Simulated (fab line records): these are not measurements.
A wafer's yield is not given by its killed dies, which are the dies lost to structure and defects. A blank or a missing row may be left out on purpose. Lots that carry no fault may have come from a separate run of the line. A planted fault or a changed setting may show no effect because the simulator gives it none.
fab line records + flow n5Finfet
record:
- lots: 5
- wafers: 13
- lastDay: 18
route steps=1938 shown BEOL_M4@1051 PASSIVATION@1936
lots untouched by any fault: they come from a run of this same line in which no faults occurred
startH: the number of hours between the record's first day and the start of the first shown wafer of the lot + waitH: hours since the lot's step before + " as in the row above + L1.1+2: a single row standing in for several wafers + - no value present, or no start provided + * or withheld: withheld + < > ~ a bound
route shown NAME@n: NAME is a module with steps in the file, n the number in the route of the first one + usual: mean/standard deviation taken from wafers without a fault + same: alike in all rows + chamber/n: place in a boat + sites: the reading at each site + _std_site: the standard deviation of these + _edge_site: mean of outer sites minus mean of inner sites + radiusMm: how far each site lies from the wafer's centre + mask NAME#n: copy n + behind: tool/chamber where the wafer was last shaped + hold: what put the lot on hold/how long, in hours/how the hold closed + device: transistor that didn't switch, given as n, p or np + end of line: the same wafers' tests at the end of the route + step lacking rows: just its recipe + killed: not the wafer's yield, but the dies lost to structure and defects at the first sort + map: a wafer's dies, marking killed ones x, the rest . and places with no die _
set.NAME: the run value of the setting; set.NAME@STEP: its run value at that earlier step + model.NAME: the simulator's own value behind a step, which no gauge read
lots at selected steps of the route; one table per step, one row per wafer
services: when a tool's chamber went out of use (startH, in hours from the record's first day, below 0 if earlier), for how many hours, and the reason
== steps ==
step: N5_BEOL_M4_EBR_24
recipe:
- solvent: PGMEA
- ebrWidthMm: 1.5
step: N5_BEOL_M4_SOFTBAKE_23
recipe:
- tempC: 110
- timeS: 60
- resist: CAR-EUV
step: N5_BEOL_M4_EXPOSE_25
recipe:
- maskId: V3
- na: 0.33
- sourceShape: quasar
- sigmaInner: 0.2
- sigmaOuter: 0.8
- polarization: unpolarized
- defocusNm: 5
- doseMj: 63
step: N5_BEOL_M4_PEB_26
recipe:
- pebTempC: 100
- pebTimeS: 60
- resist: CAR-EUV
step: N5_BEOL_M4_DEVELOP_27
recipe:
- developTimeS: 30
- developer: TMAH
- resist: CAR-EUV
- rinseLiquid: surfactantRinse
- dry: airSpin
- devTempC: 23
step: N5_BEOL_M4_CD_MEAS_28
recipe:
- targetCdNm: 26.2
- landingEnergyEv: 500
- detector: seInlens
- targetCdYNm: 24.1
- polarity: opening
usual:
- cdNm: 26.21/0.24
| lot.wafer | tool     | chamber | startH | waitH | cdNm  |
|-----------|----------|---------|--------|-------|-------|
| L177.1    | cdSem-01 | 0       | 199.26 | -     | 25.73 |
| L177.3    | "        | 0       | "      | "     | 26.80 |
| L177.5    | "        | 0       | "      | "     | 26.39 |
| L180.2    | cdSem-03 | 0       | 224.20 | -     | 26.43 |
| L192.1    | cdSem-03 | 0       | 297.03 | -     | 26.43 |
| L192.4    | "        | 0       | "      | "     | 26.60 |
| L192.6    | "        | 0       | "      | "     | 26.24 |
| L194.1    | cdSem-02 | 0       | 297.26 | -     | 25.80 |
| L194.2    | "        | 0       | "      | "     | 25.95 |
| L194.6    | "        | 0       | "      | "     | 26.42 |
| L195.2    | cdSem-01 | 0       | 312.40 | -     | 26.53 |
| L195.5    | "        | 0       | "      | "     | 26.52 |
| L195.6    | "        | 0       | "      | "     | 26.17 |
step: N5_BEOL_M4_OVL_MEAS_29
recipe:
- pointsPerWafer: 522
usual:
- V3_OVL: 0.7/0.69
| lot.wafer | tool       | chamber | startH | waitH | V3_OVL[nm] |
|-----------|------------|---------|--------|-------|------------|
| L177.1    | overlay-01 | 0       | 199.29 | 0.0   | 1.7        |
| L177.3    | "          | 0       | "      | "     | 1.1        |
| L177.5    | "          | 0       | "      | "     | 0.2        |
| L180.2    | overlay-01 | 0       | 224.24 | 0.0   | 0.2        |
| L192.1    | overlay-01 | 0       | 297.06 | 0.0   | 0.5        |
| L192.4    | "          | 0       | "      | "     | 0.5        |
| L192.6    | "          | 0       | "      | "     | 0.7        |
| L194.1    | overlay-01 | 0       | 297.29 | 0.0   | 0.7        |
| L194.2    | "          | 0       | "      | "     | 0.9        |
| L194.6    | "          | 0       | "      | "     | 0.9        |
| L195.2    | overlay-02 | 0       | 312.44 | 0.0   | 1.0        |
| L195.5    | "          | 0       | "      | "     | 0.3        |
| L195.6    | "          | 0       | "      | "     | 1.0        |
step: N5_BEOL_M4_INSPECT_30
recipe:
- mode: adi
- inspectInstrument: brightfield
usual:
- rawDefectCount: 417/99
| lot.wafer | tool             | chamber | startH | waitH | rawDefectCount |
|-----------|------------------|---------|--------|-------|----------------|
| L177.1    | defectInspect-02 | -       | 199.35 | 0.1   | 437            |
| L177.3    | "                | -       | "      | "     | 733            |
| L177.5    | "                | -       | "      | "     | 569            |
| L180.2    | defectInspect-01 | -       | 224.29 | 0.0   | 368            |
| L192.1    | defectInspect-01 | -       | 297.12 | 0.1   | 408            |
| L192.4    | "                | -       | "      | "     | 350            |
| L192.6    | "                | -       | "      | "     | 428            |
| L194.1    | defectInspect-01 | -       | 297.35 | 0.1   | 402            |
| L194.2    | "                | -       | "      | "     | 587            |
| L194.6    | "                | -       | "      | "     | 345            |
| L195.2    | defectInspect-02 | -       | 312.49 | 0.0   | 368            |
| L195.5    | "                | -       | "      | "     | 408            |
| L195.6    | "                | -       | "      | "     | 318            |
step: N5_BEOL_M4_DESCUM_33
recipe:
- chemistry: O2
- timeS: 7
- sourcePowerW: 50
- biasPowerW: 20
- pressureMtorr: 20
- rfFrequencyHz: 2.712e+07
- tempC: 40
- resist: CAR-EUV
- o2FlowSccm: 225
usual:
- drypumpMotorCurrentA: 5.8/0.39
- oesProductAu: 0.83/0.075
- rfVppV: 243.4/1.7
- showerheadPlenumPTorr: 2.11/0.096
- throttleValvePct: 20.42/0.23
same:
- timeS: 7
| lot.wafer | tool       | chamber | startH | waitH | drypumpMotorCurrentA | oesProductAu | rfHoursCounterH | rfVppV | showerheadPlenumPTorr | throttleValvePct |
|-----------|------------|---------|--------|-------|----------------------|--------------|-----------------|--------|-----------------------|------------------|
| L177.1    | rieDiel-01 | 0       | 199.38 | 0.0   | 5.6                  | 0.88         | 29              | 241.6  | 2.03                  | 20.25            |
| L177.3    | "          | 3       | "      | "     | 6.4                  | 0.88         | 38              | 245.6  | 2.23                  | 20.70            |
| L177.5    | "          | 1       | "      | "     | 5.8                  | 0.87         | -               | 243.1  | 2.06                  | 20.44            |
| L180.2    | rieDiel-03 | 2       | 224.32 | 0.0   | 5.6                  | 0.68         | 243             | 241.7  | 2.00                  | 20.82            |
| L192.1    | rieDiel-01 | 0       | 297.16 | 0.0   | 5.6                  | 0.82         | 65              | 242.2  | 2.02                  | 20.31            |
| L192.4    | "          | 1       | "      | "     | 5.9                  | 0.83         | 101             | 243.2  | 2.05                  | 20.48            |
| L192.6    | "          | 3       | "      | "     | 6.5                  | 0.83         | -               | 243.4  | 2.22                  | 20.76            |
| L194.1    | rieDiel-05 | 3       | 297.38 | 0.0   | 5.5                  | 0.89         | 22              | 243.7  | 2.14                  | 20.42            |
| L194.2    | "          | 1       | "      | "     | 5.5                  | 0.82         | 55              | 242.7  | 2.03                  | 20.28            |
| L194.6    | "          | 0       | "      | "     | 5.5                  | 0.75         | -               | 239.3  | 1.93                  | 20.88            |
| L195.2    | rieDiel-03 | 2       | 312.88 | 0.4   | 5.6                  | 0.92         | 19              | 245.1  | 2.25                  | 20.47            |
| L195.5    | "          | 1       | "      | "     | 5.4                  | 0.81         | -               | 244.2  | 2.19                  | 20.49            |
| L195.6    | "          | 2       | "      | "     | 5.7                  | 0.92         | -               | 246.6  | 2.25                  | 20.48            |
step: N5_BEOL_M4_ETCH_77
recipe:
- chemistry: N2/H2
- target: underlayer
- targetDepthA: 65
- maskMaterial: CAR-EUV
- timeS: 5.2
- ionEnergyEv: 200
- pressureMtorr: 30
- sourceW: 840
- biasW: 150
- n2FlowSccm: 200
- h2FlowSccm: 200
- ends: cleared
usual:
- drypumpMotorCurrentA: 5.8/0.39
- etchRfOnTimeS: 5.16/0.15
- oesProductAu: 0.71/0.064
- rfVppV: 524/3.4
- showerheadPlenumPTorr: 2.56/0.11
- throttleValvePct: 17.83/0.23
| lot.wafer | tool       | chamber | startH | waitH | drypumpMotorCurrentA | etchRfOnTimeS | oesProductAu | rfHoursCounterH | rfVppV | showerheadPlenumPTorr | throttleValvePct |
|-----------|------------|---------|--------|-------|----------------------|---------------|--------------|-----------------|--------|-----------------------|------------------|
| L177.1    | rieDiel-01 | 0       | 199.42 | 0.0   | 5.7                  | 5.30          | 0.75         | 29              | 523    | 2.49                  | 17.79            |
| L177.3    | "          | 3       | "      | "     | 6.4                  | 5.00          | 0.76         | 38              | 528    | 2.69                  | 17.88            |
| L177.5    | "          | 1       | "      | "     | 5.8                  | 4.97          | 0.75         | -               | 520    | 2.49                  | 17.88            |
| L180.2    | rieDiel-03 | 2       | 224.36 | 0.0   | 5.7                  | 5.44          | 0.56         | 243             | 519    | 2.42                  | 18.17            |
| L192.1    | rieDiel-01 | 0       | 297.19 | 0.0   | 5.6                  | 5.27          | 0.71         | 65              | 522    | 2.48                  | 17.87            |
| L192.4    | "          | 1       | "      | "     | 5.8                  | 4.96          | 0.72         | 101             | 522    | 2.48                  | 17.95            |
| L192.6    | "          | 3       | "      | "     | 6.5                  | 4.97          | 0.71         | -               | 527    | 2.67                  | 17.97            |
| L194.1    | rieDiel-05 | 3       | 297.42 | 0.0   | 5.5                  | 5.07          | 0.77         | 22              | 524    | 2.61                  | 17.79            |
| L194.2    | "          | 1       | "      | "     | 5.6                  | 5.28          | 0.71         | 55              | 522    | 2.48                  | 17.85            |
| L194.6    | "          | 0       | "      | "     | 5.5                  | 5.31          | 0.64         | -               | 520    | 2.35                  | 18.33            |
| L195.2    | rieDiel-03 | 2       | 312.91 | 0.0   | 5.6                  | 5.39          | 0.76         | 19              | 528    | 2.73                  | 17.78            |
| L195.5    | "          | 2       | "      | "     | 5.7                  | 5.40          | 0.76         | -               | 527    | 2.73                  | 17.80            |
| L195.6    | "          | 3       | "      | "     | 6.4                  | 5.20          | 0.58         | -               | 523    | 2.49                  | 17.62            |
step: N5_BEOL_M4_ETCH_69
recipe:
- chemistry: CF4
- target: SiARC
- targetDepthA: 156
- maskMaterial: CAR-EUV
- timeS: 26
- ionEnergyEv: 80
- pressureMtorr: 40
- sourceW: 545
- biasW: 36
- Ar_flow_sccm: 100
- cf4FlowSccm: 100
- ends: cleared
usual:
- drypumpMotorCurrentA: 5.8/0.39
- etchRfOnTimeS: 25.9/0.7
- oesProductAu: 0.71/0.064
- rfVppV: 184.1/1.3
- showerheadPlenumPTorr: 2.16/0.095
- throttleValvePct: 15.57/0.2
| lot.wafer | tool       | chamber | startH | waitH | drypumpMotorCurrentA | etchRfOnTimeS | oesProductAu | rfHoursCounterH | rfVppV | showerheadPlenumPTorr | throttleValvePct |
|-----------|------------|---------|--------|-------|----------------------|---------------|--------------|-----------------|--------|-----------------------|------------------|
| L177.1    | rieDiel-01 | 0       | 199.43 | 0.0   | 5.6                  | 26.4          | 0.74         | 29              | 183.3  | 2.10                  | 15.50            |
| L177.3    | "          | 3       | "      | "     | 6.5                  | 25.0          | 0.76         | 38              | 185.4  | 2.29                  | 15.84            |
| L177.5    | "          | 1       | "      | "     | 5.8                  | 25.3          | 0.75         | -               | 183.9  | 2.10                  | 15.43            |
| L180.2    | rieDiel-03 | 2       | 224.38 | 0.0   | 5.7                  | 26.7          | 0.58         | 243             | 182.2  | 2.02                  | 15.91            |
| L192.1    | rieDiel-01 | 0       | 297.21 | 0.0   | 5.6                  | 26.7          | 0.70         | 65              | 183.6  | 2.08                  | 15.58            |
| L192.4    | "          | 1       | "      | "     | 5.8                  | 25.4          | 0.72         | 101             | 182.5  | 2.08                  | 15.51            |
| L192.6    | "          | 3       | "      | "     | 6.5                  | 25.1          | 0.72         | -               | 184.9  | 2.28                  | 15.90            |
| L194.1    | rieDiel-05 | 3       | 297.43 | 0.0   | 5.5                  | 25.0          | 0.77         | 22              | 183.3  | 2.19                  | 15.60            |
| L194.2    | "          | 1       | "      | "     | 5.5                  | 26.8          | 0.72         | 55              | 183.4  | 2.10                  | 15.53            |
| L194.6    | "          | 0       | "      | "     | 5.5                  | 26.4          | 0.64         | -               | 182.9  | 1.96                  | 15.92            |
| L195.2    | rieDiel-03 | 2       | 312.93 | 0.0   | 5.7                  | 27.2          | 0.76         | 19              | 186.2  | 2.27                  | 15.45            |
| L195.5    | "          | 2       | "      | "     | 5.7                  | 26.8          | 0.77         | -               | 185.3  | 2.27                  | 15.44            |
| L195.6    | "          | 3       | "      | "     | 6.4                  | 25.5          | 0.59         | -               | 183.6  | 2.11                  | 15.58            |
step: N5_BEOL_M4_ALD_98
recipe:
- material: SiO2
- targetThkA: 25
- tempC: 100
- aldPrecursorFamily: BDEAS
- aldCoReactant: O2-plasma
- pulseTimeS: 1
- coReactantPulseTimeS: 1
- purgeTimeS: 2
- coReactantPurgeTimeS: 2
- aldCycles: 17
- pressureTorr: 2
usual:
- heaterPowerW: 76/4
- precursorPulseHeightRel: 1.000/0.019
| lot.wafer | tool      | chamber | startH | waitH | heaterPowerW | precursorPulseHeightRel |
|-----------|-----------|---------|--------|-------|--------------|-------------------------|
| L177.1    | aldSin-01 | 2       | 199.52 | 0.1   | 80           | 0.975                   |
| L177.3    | "         | 3       | "      | "     | 77           | 0.985                   |
| L177.5    | "         | 2       | "      | "     | 78           | 1.000                   |
| L180.2    | aldSin-01 | 0       | 224.46 | 0.1   | 70           | 0.996                   |
| L192.1    | aldSin-04 | 3       | 297.30 | 0.1   | 71           | 1.018                   |
| L192.4    | "         | 1       | "      | "     | 74           | 0.975                   |
| L192.6    | "         | 1       | "      | "     | 73           | 0.986                   |
| L194.1    | aldSin-04 | 2       | 297.51 | 0.1   | 77           | 1.013                   |
| L194.2    | "         | 1       | "      | "     | 73           | 0.981                   |
| L194.6    | "         | 1       | "      | "     | 73           | 1.036                   |
| L195.2    | aldSin-04 | 2       | 313.21 | 0.2   | 77           | 0.997                   |
| L195.5    | "         | 2       | "      | "     | 76           | 0.958                   |
| L195.6    | "         | 3       | "      | "     | 70           | 1.035                   |
step: N5_BEOL_M4_ETCHBACK_99
recipe:
- chemistry: CHF3
- target: SiO2
- targetDepthA: 50
- timeS: 10.4
- sourceW: 215
- biasW: 47
- Ar_flow_sccm: 200
- CHF3_flow_sccm: 12
- ionEnergyEv: 100
- pressureMtorr: 30
usual:
- drypumpMotorCurrentA: 5.8/0.46
- oesProductAu: 0.85/0.042
- rfVppV: 244/4.4
- showerheadPlenumPTorr: 2.16/0.095
- throttleValvePct: 17.02/0.23
same:
- timeS: 10.4
| lot.wafer | tool       | chamber | startH | waitH | drypumpMotorCurrentA | oesProductAu | rfHoursCounterH | rfVppV | showerheadPlenumPTorr | throttleValvePct | model.CAR-EUV_of_BEOL_M4_COAT_22.thkNm |
|-----------|------------|---------|--------|-------|----------------------|--------------|-----------------|--------|-----------------------|------------------|----------------------------------------|
| L177.1    | rieDiel-01 | 2       | 213.03 | 13.5  | 5.0                  | 0.91         | 19              | 248    | 2.09                  | 16.68            | 10.6                                   |
| L177.3    | "          | 3       | "      | "     | 6.5                  | 0.88         | 44              | 247    | 2.30                  | 17.35            | 10.4                                   |
| L177.5    | "          | 0       | "      | "     | 5.7                  | 0.85         | -               | 242    | 2.11                  | 17.01            | 10.4                                   |
| L180.2    | rieDiel-01 | 1       | 235.60 | 11.1  | 5.8                  | 0.69         | 78              | 238    | 2.10                  | 16.90            | 10.8                                   |
| L192.1    | rieDiel-03 | 0       | 306.84 | 9.5   | 5.7                  | 0.87         | 43              | 246    | 2.27                  | 16.68            | 10.4                                   |
| L192.4    | "          | 2       | "      | "     | 5.7                  | 0.90         | 16              | 246    | 2.29                  | 16.94            | 10.2                                   |
| L192.6    | "          | 2       | "      | "     | 5.7                  | 0.90         | -               | 248    | 2.29                  | 16.95            | 10.4                                   |
| L194.1    | rieDiel-03 | 0       | 311.25 | 13.7  | 5.6                  | 0.87         | 45              | 246    | 2.27                  | 16.69            | 10.4                                   |
| L194.2    | "          | 2       | "      | "     | 5.6                  | 0.90         | 18              | 246    | 2.29                  | 16.96            | 10.4                                   |
| L194.6    | "          | 0       | "      | "     | 5.6                  | 0.86         | -               | 247    | 2.27                  | 16.70            | 10.4                                   |
| L195.2    | rieDiel-05 | 3       | 315.97 | 2.7   | 5.5                  | 0.88         | 29              | 246    | 2.20                  | 17.06            | 10.4                                   |
| L195.5    | "          | 1       | "      | "     | 5.6                  | 0.83         | -               | 237    | 2.11                  | 17.06            | 10.4                                   |
| L195.6    | "          | 2       | "      | "     | 5.6                  | 0.78         | -               | 246    | 2.24                  | 16.95            | 10.4                                   |
step: N5_BEOL_M4_ETCH_70
recipe:
- chemistry: N2/H2
- target: SOC
- targetDepthA: 800
- overetchA: 240
- maskMaterial: SiARC
- tempC: 40
- timeS: 130
- ionEnergyEv: 200
- pressureMtorr: 30
- sourceW: 840
- biasW: 150
- n2FlowSccm: 200
- h2FlowSccm: 200
usual:
- drypumpMotorCurrentA: 5.8/0.46
- oesProductAu: 0.62/0.031
- rfVppV: 523.9/2.9
- showerheadPlenumPTorr: 2.55/0.1
- throttleValvePct: 17.74/0.22
same:
- timeS: 130
| lot.wafer | tool       | chamber | startH | waitH | drypumpMotorCurrentA | oesProductAu | rfHoursCounterH | rfVppV | showerheadPlenumPTorr | throttleValvePct |
|-----------|------------|---------|--------|-------|----------------------|--------------|-----------------|--------|-----------------------|------------------|
| L177.1    | rieDiel-01 | 2       | 213.06 | 0.0   | 5.1                  | 0.66         | 19              | 522.0  | 2.47                  | 17.29            |
| L177.3    | "          | 3       | "      | "     | 6.5                  | 0.63         | 44              | 527.5  | 2.69                  | 17.86            |
| L177.5    | "          | 0       | "      | "     | 5.6                  | 0.64         | -               | 521.6  | 2.49                  | 17.78            |
| L180.2    | rieDiel-01 | 1       | 235.64 | 0.0   | 5.8                  | 0.63         | 78              | 521.5  | 2.49                  | 17.85            |
| L192.1    | rieDiel-03 | 0       | 306.87 | 0.0   | 5.7                  | 0.64         | 43              | 527.0  | 2.70                  | 17.55            |
| L192.4    | "          | 2       | "      | "     | 5.6                  | 0.68         | 16              | 528.4  | 2.73                  | 17.75            |
| L192.6    | "          | 2       | "      | "     | 5.7                  | 0.66         | -               | 528.7  | 2.73                  | 17.76            |
| L194.1    | rieDiel-03 | 0       | 311.28 | 0.0   | 5.7                  | 0.64         | 45              | 530.1  | 2.70                  | 17.54            |
| L194.2    | "          | 2       | "      | "     | 5.7                  | 0.67         | 18              | 526.7  | 2.73                  | 17.75            |
| L194.6    | "          | 0       | "      | "     | 5.6                  | 0.63         | -               | 529.9  | 2.70                  | 17.54            |
| L195.2    | rieDiel-05 | 3       | 316.00 | 0.0   | 5.5                  | 0.65         | 29              | 525.4  | 2.60                  | 17.76            |
| L195.5    | "          | 1       | "      | "     | 5.6                  | 0.61         | -               | 521.7  | 2.48                  | 17.81            |
| L195.6    | "          | 2       | "      | "     | 5.6                  | 0.59         | -               | 526.9  | 2.65                  | 17.69            |
step: N5_BEOL_M4_RC_MEAS_101
usual:
- DIBL_N: 36.1/1.6
- DIBL_P: 35.8/2
- IOFF_N: 0.157/0.029
- IOFF_P: 0.21/0.034
- ION_N: 677/13
- ION_P: 465/8.1
- SS_N: 71.3/0.61
- SS_P: 73.2/0.65
- VT_N: 249/3.3
- VT_P: -250/3.2
| lot.wafer | tool      | chamber | startH | waitH | DIBL_N[mV/V] | DIBL_P[mV/V] | IOFF_N[nA/um] | IOFF_P[nA/um] | ION_N[uA/um] | ION_P[uA/um] | SS_N[mV/dec] | SS_P[mV/dec] | VT_N[mV] | VT_P[mV] |
|-----------|-----------|---------|--------|-------|--------------|--------------|---------------|---------------|--------------|--------------|--------------|--------------|----------|----------|
| L177.1    | prober-01 | 0       | 217.33 | 0.0   | 36.8         | 36.3         | 0.162         | 0.23          | 670          | 466          | 70.9         | 73.7         | 249      | -249     |
| L177.3    | "         | 0       | "      | "     | 37.3         | 36.5         | 0.177         | 0.23          | 694          | 476          | 71.5         | 73.1         | 247      | -248     |
| L177.5    | "         | 0       | "      | "     | 35.5         | 34.7         | 0.147         | 0.21          | 665          | 469          | 70.6         | 73.8         | 250      | -249     |
| L180.2    | prober-01 | 0       | 240.43 | 0.2   | 35.5         | 35.6         | 0.132         | 0.18          | 663          | 454          | 71.5         | 73.5         | 252      | -253     |
| L192.1    | prober-01 | 0       | 313.01 | 0.0   | 34.8         | 34.9         | 0.145         | 0.20          | 679          | 469          | 71.6         | 73.3         | 250      | -250     |
| L192.4    | "         | 0       | "      | "     | 34.0         | 33.3         | 0.131         | 0.18          | 668          | 464          | 71.1         | 72.8         | 251      | -253     |
| L192.6    | "         | 0       | "      | "     | 34.3         | 33.4         | 0.130         | 0.17          | 674          | 463          | 71.0         | 74.2         | 250      | -253     |
| L194.1    | prober-02 | 0       | 315.44 | 0.0   | 36.5         | 36.4         | 0.175         | 0.22          | 683          | 461          | 71.8         | 73.7         | 249      | -249     |
| L194.2    | "         | 0       | "      | "     | 35.7         | 35.6         | 0.160         | 0.22          | 687          | 472          | 71.0         | 73.5         | 249      | -249     |
| L194.6    | "         | 0       | "      | "     | 36.7         | 36.6         | 0.182         | 0.23          | 684          | 464          | 71.5         | 73.3         | 248      | -248     |
| L195.2    | prober-02 | 0       | 321.78 | 0.2   | 37.1         | 38.1         | 0.165         | 0.22          | 677          | 460          | 71.3         | 73.2         | 246      | -252     |
| L195.5    | "         | 0       | "      | "     | 36.9         | 37.7         | 0.171         | 0.22          | 682          | 466          | 71.8         | 73.3         | 247      | -251     |
| L195.6    | "         | 0       | "      | "     | 35.2         | 36.5         | 0.134         | 0.20          | 662          | 459          | 71.7         | 73.8         | 252      | -251     |
step: N5_PASSIVATION_PROBE_49
usual:
- defectLimitedYield: 91.0/1.4
- killed_at_M0_to_M3: 33/11
- killed_at_M4_up: 14/5
- killedAtContacts: 11/7.3
- killedAtFrontEnd: 43/12
- killedAtOther: 4/3.1
- killedDies: 106/17
- killedOpen: 69/13
- killedShort: 34/8.7
- sort_bin_5_function: 5.2/0.96
- sort_bin_6_memory: 3.3/0.66
- sortNPass: 1074/17
- sortYieldPct: 91.0/1.4
same:
- grossDies: 1180
- killedAtBackSide: 0
- sort_bin_4_leakage[%]: 0
- sort_bin_8_speed[%]: 0
| lot.wafer | tool      | chamber | startH | waitH | defectLimitedYield[%] | killed_at_M0_to_M3 | killed_at_M4_up | killedAtContacts | killedAtFrontEnd | killedAtOther | killedDies | killedOpen | killedShort | sort_bin_5_function[%] | sort_bin_6_memory[%] | sortNPass | sortYieldPct[%] |
|-----------|-----------|---------|--------|-------|-----------------------|--------------------|-----------------|------------------|------------------|---------------|------------|------------|-------------|------------------------|----------------------|-----------|-----------------|
| L192.1    | prober-01 | -       | 424.94 | 0.0   | 91.6                  | 26                 | 18              | 15               | 40               | 0             | 99         | 71         | 24          | 5.7                    | 2.6                  | 1081      | 91.6            |
| L192.4    | prober-01 | -       | 425.09 | 0.2   | 93.1                  | 19                 | 7               | 17               | 36               | 2             | 81         | 57         | 24          | 3.8                    | 2.9                  | 1099      | 93.1            |
| L192.6    | prober-01 | -       | 425.19 | 0.3   | 90.8                  | 24                 | 14              | 26               | 41               | 3             | 108        | 68         | 40          | 5.7                    | 3.1                  | 1072      | 90.8            |
killed by level:class
L192.1 BEOL_M2:geometricParticle:open=14 MOL_CONTACT_COAG:geometricParticle:open=13 STI_FIN_REVEAL:geometricParticle:open=10 FIN_SAQP:geometricParticle:open=6 DUMMY_GATE:geometricParticle:open=5 BEOL_M4:geometricParticle:open=4 BEOL_M5:geometricParticle:open=4 STI_FIN_REVEAL:geometricParticle:short=3
L192.4 MOL_CONTACT_COAG:geometricParticle:open=15 FIN_SAQP:geometricParticle:short=9 BEOL_M2:geometricParticle:open=8 FIN_SAQP:geometricParticle:open=7 STI_FIN_REVEAL:geometricParticle:open=6 GATE_CUT:geometricParticle:open=3 BEOL_M0_SAQP:geometricParticle:open=3 BEOL_M3:geometricParticle:short=3
L192.6 MOL_CONTACT_COAG:geometricParticle:open=22 FIN_SAQP:geometricParticle:short=11 BEOL_M0_SAQP:geometricParticle:open=9 BEOL_M5:geometricParticle:short=5 STARTING-WAFER:geometricParticle:open=5 STI_FIN_REVEAL:geometricParticle:open=5 DUMMY_GATE:geometricParticle:open=5 BEOL_M4:geometricParticle:open=5
== services ==
| tool       | chamber | startH | hours | kind                         |
|------------|---------|--------|-------|------------------------------|
| aldSin-04  | -       | 177.45 | 14.0  | pm                           |
| aldSin-04  | 0       | 177.45 | 14.0  | ventCycle                    |
| aldSin-04  | 1       | 177.45 | 14.0  | ventCycle                    |
| rieDiel-05 | 0       | 191.10 | 10.4  | repair                       |
| rieDiel-01 | 2       | 193.46 | 18.9  | repair                       |
| rieDiel-03 | 2       | 206.92 | 7.6   | repair                       |
| rieDiel-05 | 3       | 208.59 | -     | clean                        |
| rieDiel-05 | 3       | 208.59 | -     | consumableReplace:focusRing  |
| rieDiel-05 | 3       | 208.59 | 21.5  | scheduledDown                |
| rieDiel-05 | 3       | 208.59 | 21.5  | ventCycle                    |
| aldSin-01  | 2       | 236.38 | 5.2   | repair                       |
| rieDiel-03 | 2       | 243.45 | -     | clean                        |
| rieDiel-03 | 2       | 243.45 | -     | consumableReplace:focusRing  |
| rieDiel-03 | 2       | 243.45 | -     | consumableReplace:showerhead |
| rieDiel-03 | 2       | 243.45 | 24.1  | scheduledDown                |
| rieDiel-03 | 2       | 243.45 | 24.1  | ventCycle                    |
| aldSin-01  | -       | 245.95 | 6.1   | pm                           |
| rieDiel-03 | -       | 255.51 | 15.6  | pm                           |
| aldSin-01  | 1       | 258.74 | 16.7  | repair                       |
| rieDiel-05 | -       | 266.94 | 15.6  | pm                           |
| aldSin-01  | -       | 267.75 | 0.8   | pm                           |
| aldSin-01  | -       | 268.58 | 14.0  | pm                           |
| rieDiel-01 | -       | 288.94 | 2.8   | pm                           |
| rieDiel-05 | 0       | 293.56 | 3.4   | repair                       |
== key ==
firstSign:
- step: N5_BEOL_M4_ETCHBACK_99
- reading: oesProductAu
- direction: down
- sigmas: 3.8
- usual: 0.85
- struck: 0.69
effect none on later readings
modelEffect:
- step: N5_BEOL_M4_ETCHBACK_99
- value: CAR-EUV_of_BEOL_M4_COAT_22.thkNm
- without: 10.4
- struck: 10.8
metAt N5_BEOL_M4_ETCHBACK_99
struckWafers L180.2
rowsEnd L180.2
fault:
- kind: processParameterDrift
- tool: rieDiel-01
- chamber: 1
- onsetH: 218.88
- steps: N5_BEOL_M4_ETCHBACK_99
- channel: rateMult
- offset: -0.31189
- shape: step
rowsEnd: these wafers met a further fault down the route, and their rows from its step on are left out
